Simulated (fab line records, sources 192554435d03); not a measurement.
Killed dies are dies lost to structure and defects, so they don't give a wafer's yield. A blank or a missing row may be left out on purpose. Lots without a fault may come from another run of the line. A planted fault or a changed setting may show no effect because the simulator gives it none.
Comparing a struck lot with a sound one ; flow n5Finfet ; 16 out of 1938 route steps
Sound: these wafers, L574.1, L574.4, L574.6. Wafers L577.1, L577.5 were the ones struck. The cause is given at the end.
At each step with rows: each side's tool, then ch and its chambers, then its first start. Under that, the readings that differ: sound wafers ; struck wafers ; difference of the means ; sigmas: that difference in standard deviations of wafers without a fault.
alike: same words and numbers on both sides, and readings whose means sit less than 2 such deviations apart. not compared: any withheld reading, any reading some wafer has no value for, any bound like >300 that may hide the same value, and any number with overlapping values for which the record gives no deviation.
Wherever a step has rows on one side only, a row that says differs or no value, or a row with sigmas, the two part there. Numbers that have no deviation but don't overlap get no sigmas and don't part them. A reading missing from all wafers of one side parts the sides only when that side holds two or more wafers.

N5_FIN_CUT_CD_MEAS_08 targets a cd of 29.1 nm.
  sound on cdSem-02 ch 0, day 2 14:44; struck on cdSem-01 ch 0, day 3 08:59
  alike: cdNm
N5_FIN_CUT_OVL_MEAS_09:
  sound on overlay-01 ch 0, day 2 14:46; struck on overlay-01 ch 0, day 3 09:01
  alike: FIN_CUT_OVL
N5_FIN_CUT_INSPECT_10: inspects for defects (brightfield).
  sound on defectInspect-02, day 2 14:49; struck on defectInspect-02, day 3 09:04
  alike: rawDefectCount
N5_FIN_CUT_DESCUM_13: chemistry O2, time 7 s.
  sound on rieDiel-02 ch 0,3, day 2 14:52; struck on rieDiel-03 ch 0, day 3 09:52
  alike: drypumpMotorCurrentA, oesProductAu, rfVppV, showerheadPlenumPTorr, throttleValvePct
  not compared: rfHoursCounterH
N5_FIN_CUT_ETCH_30: etches underlayer in N2/H2, target depth 13 nm, time 10.4 s.
  sound on rieDiel-02 ch 0,3, day 2 14:53; struck on rieDiel-03 ch 0, day 3 09:54
  alike: biasW, drypumpMotorCurrentA, etchRfOnTimeS, oesProductAu, rfVppV, showerheadPlenumPTorr, throttleValvePct
  not compared: rfHoursCounterH
N5_FIN_CUT_ETCH_20: etches SiARC in CF4, target depth 26 nm, time 43.3 s.
  sound on rieDiel-02 ch 0,3, day 2 14:55; struck on rieDiel-03 ch 0, day 3 09:55
reading;sound;struck;difference;sigmas
throttleValvePct (%);15.73 15.42 15.41;15.89 15.91;+0.38;+2
  alike: biasW, drypumpMotorCurrentA, etchRfOnTimeS, oesProductAu, rfVppV, showerheadPlenumPTorr
  not compared: rfHoursCounterH
N5_FIN_CUT_ETCH_21: etches SOC in N2/H2, target depth 219 nm, overetch 43.8 nm, time 523.5 s.
  sound on rieDiel-02 ch 0,3, day 2 14:57; struck on rieDiel-03 ch 0, day 3 09:57
reading;sound;struck;difference;sigmas
biasW (W);60.97 61.30 61.14;60.96 60.45;-0.43;-2
  alike: drypumpMotorCurrentA, oesProductAu, rfVppV, showerheadPlenumPTorr, throttleValvePct
  not compared: rfHoursCounterH
then, 4 steps without rows for these wafers: N5_FIN_CUT_STRIP_23 (strips in N2/H2); N5_FIN_CUT_STRIP_31 (strips in N2/H2); N5_FIN_CUT_STRIP_24 (strips in CF4); N5_FIN_CUT_CUT_ETCH_26 (etches SiNx in CH3F/O2, target depth 39 nm, time 55.7 s).
N5_FIN_CUT_CUT_ETCH_27: etches SiO2 in CHF3/O2, target depth 4 nm, overetch 2 nm, time 4.9 s.
  sound on rieDiel-02 ch 0,3, day 2 15:20; struck on rieDiel-03 ch 0, day 3 10:20
reading;sound;struck;difference;sigmas
oesProductAu (a.u.);0.62 0.75 0.75;0.60 0.60;-0.11;-2
  alike: biasW, drypumpMotorCurrentA, rfVppV, showerheadPlenumPTorr, throttleValvePct
  not compared: rfHoursCounterH
N5_FIN_CUT_PRECLEAN_35: cleans in vHF, time 13.3 s.
  sound on vaporEtch-02 ch 0,1, day 2 15:25; struck on vaporEtch-02 ch 0, day 3 10:25
reading;sound;struck;difference;sigmas
timeS (s);13.3 13.3 13.3;10.622 10.622;-2.678;
  alike: drypumpMotorCurrentA
then, 1 step without rows for these wafers: N5_FIN_CUT_CUT_ETCH_15 (etches Si in HBr/Cl2/O2, target depth 100 nm, bt time 10 s, time 42.4 s).
-- the record jumps here: 6 days lie between the struck wafers' starts before and after (it left off in module FIN_CUT and takes up again in module BEOL_M4, whose first step shown is number 1111 of the route) --
N5_BEOL_M4_RC_MEAS_101:
  sound on prober-02 ch 0, day 8 16:49; struck on prober-01 ch 0, day 9 11:07
  alike: DIBL_N, DIBL_P, IOFF_N, IOFF_P, ION_N, ION_P, SS_N, SS_P, VT_N, VT_P
then, 1 step without rows for these wafers: N5_PASSIVATION_PROBE_49.

== WHERE THEY PART ==
Last at N5_FIN_CUT_CUT_ETCH_27 as far as this record goes, first at N5_FIN_CUT_ETCH_20. Later steps at which nothing parts them and some readings are alike: N5_FIN_CUT_PRECLEAN_35, N5_BEOL_M4_RC_MEAS_101.

WHY: what the simulator had put in
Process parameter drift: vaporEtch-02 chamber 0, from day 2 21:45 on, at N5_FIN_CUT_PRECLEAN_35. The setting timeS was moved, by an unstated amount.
